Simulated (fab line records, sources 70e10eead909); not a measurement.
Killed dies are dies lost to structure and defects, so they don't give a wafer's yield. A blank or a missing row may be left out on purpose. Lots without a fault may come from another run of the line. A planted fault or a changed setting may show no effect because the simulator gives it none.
Chamber matching | flow nand_harc | NHARC_P_CONTACT_ALD_22 on ald_metal-04: 4 sister chambers
The step deposits TiN, target thk 3 nm, pulse time 1 s, ald cycles 150. 4 wafers are shown with their chamber, then 7 later ones without.

WAFERS WITH THEIR CHAMBER
wafer  | chamber | heater_power_outer_w (W)
L088.4 | 2       | 676
L092.3 | 1       | 766
L093.3 | 0       | 732
L093.4 | 3       | 664

WAFERS WITHOUT THEIR CHAMBER
wafer  | heater_power_outer_w (W)
L093.5 | 781
L095.2 | 734
L095.3 | 784
L095.5 | 790
L097.3 | 816
L097.4 | 721
L097.6 | 624

WHICH CHAMBER EACH WENT THROUGH
wafer  | from the rows above               | in truth
L093.5 | can't be placed: 1 or 0           | 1
L095.2 | can't be placed: 0 or 1           | 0
L095.3 | can't be placed: 1 or 0           | 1
L095.5 | can't be placed: 1 or 0           | 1
L097.3 | can't be placed: 1 or 0           | 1
L097.4 | can't be placed: 0 or 1 or 2 or 3 | 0
L097.6 | can't be placed: 3 or 2           | 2
Placed correctly: 0 of 7. Can't be placed from these rows: 7 (the true chamber is among the candidates in 7). Placed wrongly: 0.
How it was worked out, from the rows above alone: a wafer's distance from a chamber is the root of the sum, over the readings, of the square of ((its reading less the chamber's mean) divided by the reading's scatter). The wafer belongs to the nearest chamber; if the next one is less than 2 further off, it can't be placed. A chamber's mean is the mean of its shown wafers. The scatter: with one shown wafer a chamber, the root of the mean of the squares of how far each hidden wafer lies from its nearest shown one.
